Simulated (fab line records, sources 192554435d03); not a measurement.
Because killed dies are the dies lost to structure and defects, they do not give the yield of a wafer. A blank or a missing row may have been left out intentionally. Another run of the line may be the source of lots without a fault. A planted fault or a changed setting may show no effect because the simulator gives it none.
Matching of chambers / flow n5Finfet / N5_MOL_CONTACT_COAG_ALD_131 on aldSin-01: 4 sister chambers
The step deposits SiO2, target thk 5 nm, pulse time 1 s, co reactant pulse time 1 s. 4 wafers are shown with their chamber, then 8 later ones without.

== WAFERS, EACH WITH ITS CHAMBER ==
wafer=L084.5; chamber=0; heaterPowerW (W)=78
wafer=L092.1; chamber=1; heaterPowerW (W)=92
wafer=L092.4; chamber=2; heaterPowerW (W)=72
wafer=L093.1; chamber=3; heaterPowerW (W)=70

== WAFERS MISSING THEIR CHAMBER ==
wafer=L093.5; heaterPowerW (W)=70
wafer=L093.6; heaterPowerW (W)=72
wafer=L095.2; heaterPowerW (W)=73
wafer=L095.3; heaterPowerW (W)=72
wafer=L095.5; heaterPowerW (W)=81
wafer=L097.1; heaterPowerW (W)=92
wafer=L097.2; heaterPowerW (W)=73
wafer=L097.4; heaterPowerW (W)=70

== THE CHAMBER EACH PASSED THROUGH ==
wafer=L093.5; from the rows above=can't be placed: 3 or 2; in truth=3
wafer=L093.6; from the rows above=can't be placed: 2 or 3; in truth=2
wafer=L095.2; from the rows above=can't be placed: 2 or 3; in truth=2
wafer=L095.3; from the rows above=can't be placed: 2 or 3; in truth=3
wafer=L095.5; from the rows above=0; in truth=0
wafer=L097.1; from the rows above=1; in truth=1
wafer=L097.2; from the rows above=can't be placed: 2 or 3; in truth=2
wafer=L097.4; from the rows above=can't be placed: 3 or 2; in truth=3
Correctly placed: 2 of 8. Can't be placed from these rows: 6 (the true chamber is among the candidates in 6). 0 placed wrongly.
How it was worked out, from the rows above alone: a wafer's distance from a chamber is the root of the sum, over the readings, of the square of ((its reading less the chamber's mean) divided by the reading's scatter). The wafer belongs to the nearest chamber; if the next one is less than 2 further off, it can't be placed. The mean given for a chamber averages the wafers shown for that chamber. The scatter: root of mean squared gap, hidden wafer to nearest shown wafer, with one shown wafer a chamber.
